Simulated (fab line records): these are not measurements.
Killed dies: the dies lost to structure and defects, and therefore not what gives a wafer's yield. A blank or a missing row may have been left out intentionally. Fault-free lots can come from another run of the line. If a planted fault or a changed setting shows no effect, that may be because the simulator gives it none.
Split-lot experiment || flow n5-finfet || 21 wafers read across 7 lots, on a route 1938 steps long

== ON THE SPLIT ==
At N5_BEOL_M15_COAT_22 (resist thk 800 nm), the setting spin-rpm was moved away from the recipe's 1704 rpm on 4 of the 21 wafers read, by +3.0% to +5.1%. For the rest of the wafers, this setting stayed at what the recipe calls for.

== FROM THE SPLIT TO THE READING: what the file shows between them, 4 steps ==
- N5_BEOL_M15_EBR_24
- N5_BEOL_M15_SOFTBAKE_23: time 60 s
- N5_BEOL_M15_DESCUM_33: chemistry O2, time 7.9 s
- N5_BEOL_M15_ETCH_61: etches BARC in N2/H2, target depth 89 nm, overetch 26.7 nm, time 67.9 s

== THE READING ==
coat_of_BEOL_M15_COAT_22.thk-nm (the simulator's own value, which no gauge read), in nm, at N5_BEOL_M15_TRENCH_ETCH_34 (etches SiO2 in C4F8/O2/Ar, target depth 872.93 nm, time 199 s). There is no usual value for it anywhere in the file. Average 542.7 nm, standard deviation 3.7 nm, over the 17 wafers here run with the recipe.

{"wafer": "L075.1", "tool, chamber at the split": "litho-track-04, 0", "spin-rpm as run, rpm": 1704, "against the recipe": "recipe", "coat_of_BEOL_M15_COAT_22.thk-nm, nm": 549, "against lot-mates on the recipe": "-"}
{"wafer": "L075.4", "tool, chamber at the split": "litho-track-04, 0", "spin-rpm as run, rpm": 1704, "against the recipe": "recipe", "coat_of_BEOL_M15_COAT_22.thk-nm, nm": 542.2, "against lot-mates on the recipe": "-"}
{"wafer": "L075.5", "tool, chamber at the split": "litho-track-04, 0", "spin-rpm as run, rpm": 1791, "against the recipe": "+5.1%", "coat_of_BEOL_M15_COAT_22.thk-nm, nm": 523.4, "against lot-mates on the recipe": -22.2}
{"wafer": "L076.1", "tool, chamber at the split": "litho-track-05, 0", "spin-rpm as run, rpm": 1704, "against the recipe": "recipe", "coat_of_BEOL_M15_COAT_22.thk-nm, nm": 540, "against lot-mates on the recipe": "-"}
{"wafer": "L076.4", "tool, chamber at the split": "litho-track-05, 0", "spin-rpm as run, rpm": 1755, "against the recipe": "+3.0%", "coat_of_BEOL_M15_COAT_22.thk-nm, nm": 528, "against lot-mates on the recipe": -13.1}
{"wafer": "L076.5", "tool, chamber at the split": "litho-track-05, 0", "spin-rpm as run, rpm": 1704, "against the recipe": "recipe", "coat_of_BEOL_M15_COAT_22.thk-nm, nm": 542.2, "against lot-mates on the recipe": "-"}
{"wafer": "L084.1", "tool, chamber at the split": "litho-track-02, 0", "spin-rpm as run, rpm": 1704, "against the recipe": "recipe", "coat_of_BEOL_M15_COAT_22.thk-nm, nm": 544.6, "against lot-mates on the recipe": "-"}
{"wafer": "L084.4", "tool, chamber at the split": "litho-track-02, 0", "spin-rpm as run, rpm": 1704, "against the recipe": "recipe", "coat_of_BEOL_M15_COAT_22.thk-nm, nm": 540.8, "against lot-mates on the recipe": "-"}
{"wafer": "L084.5", "tool, chamber at the split": "litho-track-02, 0", "spin-rpm as run, rpm": 1704, "against the recipe": "recipe", "coat_of_BEOL_M15_COAT_22.thk-nm, nm": 541, "against lot-mates on the recipe": "-"}
{"wafer": "L091.3", "tool, chamber at the split": "litho-track-02, 0", "spin-rpm as run, rpm": 1704, "against the recipe": "recipe", "coat_of_BEOL_M15_COAT_22.thk-nm, nm": 546.8, "against lot-mates on the recipe": "-"}
{"wafer": "L091.4", "tool, chamber at the split": "litho-track-02, 0", "spin-rpm as run, rpm": 1704, "against the recipe": "recipe", "coat_of_BEOL_M15_COAT_22.thk-nm, nm": 538.8, "against lot-mates on the recipe": "-"}
{"wafer": "L091.5", "tool, chamber at the split": "litho-track-02, 0", "spin-rpm as run, rpm": 1704, "against the recipe": "recipe", "coat_of_BEOL_M15_COAT_22.thk-nm, nm": 536.6, "against lot-mates on the recipe": "-"}
{"wafer": "L094.1", "tool, chamber at the split": "litho-track-04, 0", "spin-rpm as run, rpm": 1782, "against the recipe": "+4.6%", "coat_of_BEOL_M15_COAT_22.thk-nm, nm": 522.6, "against lot-mates on the recipe": -27.0}
{"wafer": "L094.4", "tool, chamber at the split": "litho-track-04, 0", "spin-rpm as run, rpm": 1782, "against the recipe": "+4.6%", "coat_of_BEOL_M15_COAT_22.thk-nm, nm": 520, "against lot-mates on the recipe": -29.6}
{"wafer": "L094.6", "tool, chamber at the split": "litho-track-04, 0", "spin-rpm as run, rpm": 1704, "against the recipe": "recipe", "coat_of_BEOL_M15_COAT_22.thk-nm, nm": 549.6, "against lot-mates on the recipe": "-"}
{"wafer": "L097.1", "tool, chamber at the split": "litho-track-04, 0", "spin-rpm as run, rpm": 1704, "against the recipe": "recipe", "coat_of_BEOL_M15_COAT_22.thk-nm, nm": 541.4, "against lot-mates on the recipe": "-"}
{"wafer": "L097.2", "tool, chamber at the split": "litho-track-04, 0", "spin-rpm as run, rpm": 1704, "against the recipe": "recipe", "coat_of_BEOL_M15_COAT_22.thk-nm, nm": 544.8, "against lot-mates on the recipe": "-"}
{"wafer": "L097.3", "tool, chamber at the split": "litho-track-04, 0", "spin-rpm as run, rpm": 1704, "against the recipe": "recipe", "coat_of_BEOL_M15_COAT_22.thk-nm, nm": 538.8, "against lot-mates on the recipe": "-"}
{"wafer": "L095.1", "tool, chamber at the split": "litho-track-02, 0", "spin-rpm as run, rpm": 1704, "against the recipe": "recipe", "coat_of_BEOL_M15_COAT_22.thk-nm, nm": 540.2, "against lot-mates on the recipe": "-"}
{"wafer": "L095.2", "tool, chamber at the split": "litho-track-02, 0", "spin-rpm as run, rpm": 1704, "against the recipe": "recipe", "coat_of_BEOL_M15_COAT_22.thk-nm, nm": 540.4, "against lot-mates on the recipe": "-"}
{"wafer": "L095.5", "tool, chamber at the split": "litho-track-02, 0", "spin-rpm as run, rpm": 1704, "against the recipe": "recipe", "coat_of_BEOL_M15_COAT_22.thk-nm, nm": 548.2, "against lot-mates on the recipe": "-"}

FIT RESULTS
A straight line over all 21 wafers: coat_of_BEOL_M15_COAT_22.thk-nm changes by -4.38 nm for each +1% of spin-rpm; r = -0.91; the points scatter about the line by 3.7 nm.
The same after taking each lot's own level away (the mean of its wafers on the recipe; 21 wafers): -5.36 nm for each +1%; r = -0.94; scatter 3.4 nm.
On that fit, the largest move of spin-rpm shifts the reading by 27 nm.
The span of the lots' own levels, 540.73 to 549.60 nm, comes to 2.4 times the standard deviation stated above.
So the lot-to-lot level changes the slope: the two fits differ.
Check: -30 nm against its lot-mates is what the line predicts for one of the wafers moved furthest among these (+5.1%) when that wafer is left out of the fit. It came out at -22.2 nm against them.

== THESE WAFERS: OTHER SPLITS ==
These wafers also went through other splits before the reading. Each is held against what the fit with the lots' levels taken away leaves over:
{"other split on the same wafers": "N5_BEOL_M11_ETCH_41 time-s", "wafers away from the commonest value": 8, "r with coat_of_BEOL_M15_COAT_22.thk-nm (lot level and that fit taken away)": -0.07}
{"other split on the same wafers": "N5_BEOL_M13_COAT_04 spin-rpm", "wafers away from the commonest value": 4, "r with coat_of_BEOL_M15_COAT_22.thk-nm (lot level and that fit taken away)": "+0.06"}
{"other split on the same wafers": "N5_BEOL_M14_COAT_22 spin-rpm", "wafers away from the commonest value": 7, "r with coat_of_BEOL_M15_COAT_22.thk-nm (lot level and that fit taken away)": "+0.08"}
{"other split on the same wafers": "N5_BEOL_M14_PEB_26 peb-temp-c", "wafers away from the commonest value": 5, "r with coat_of_BEOL_M15_COAT_22.thk-nm (lot level and that fit taken away)": -0.14}

== THE WHOLE CHAIN: every reading that the file lists as answering this split, in the file's order ==
{"step": "N5_BEOL_M15_COAT_22", "what it does": "resist thk 800 nm", "reading": "coat_of_BEOL_M15_COAT_22.thk-nm (the simulator's own value, which no gauge read)", "change (the file's fit)": "-4.04 nm for each +1% of the setting", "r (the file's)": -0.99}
{"step": "N5_BEOL_M15_ETCH_61", "what it does": "etches BARC in N2/H2, target depth 89 nm, overetch 26.7 nm, time 67.9 s", "reading": "coat_of_BEOL_M15_COAT_22.thk-nm (the simulator's own value, which no gauge read)", "change (the file's fit)": "-4.32 nm for each +1% of the setting", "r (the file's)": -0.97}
{"step": "N5_BEOL_M15_TRENCH_ETCH_34", "what it does": "etches SiO2 in C4F8/O2/Ar, target depth 872.93 nm, time 199 s", "reading": "coat_of_BEOL_M15_COAT_22.thk-nm (the simulator's own value, which no gauge read)", "change (the file's fit)": "-5.04 nm for each +1% of the setting", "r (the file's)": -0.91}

== FILE'S OWN FIT ==
coat_of_BEOL_M15_COAT_22.thk-nm changes by -5.04 nm for each +1% of spin-rpm, r = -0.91.
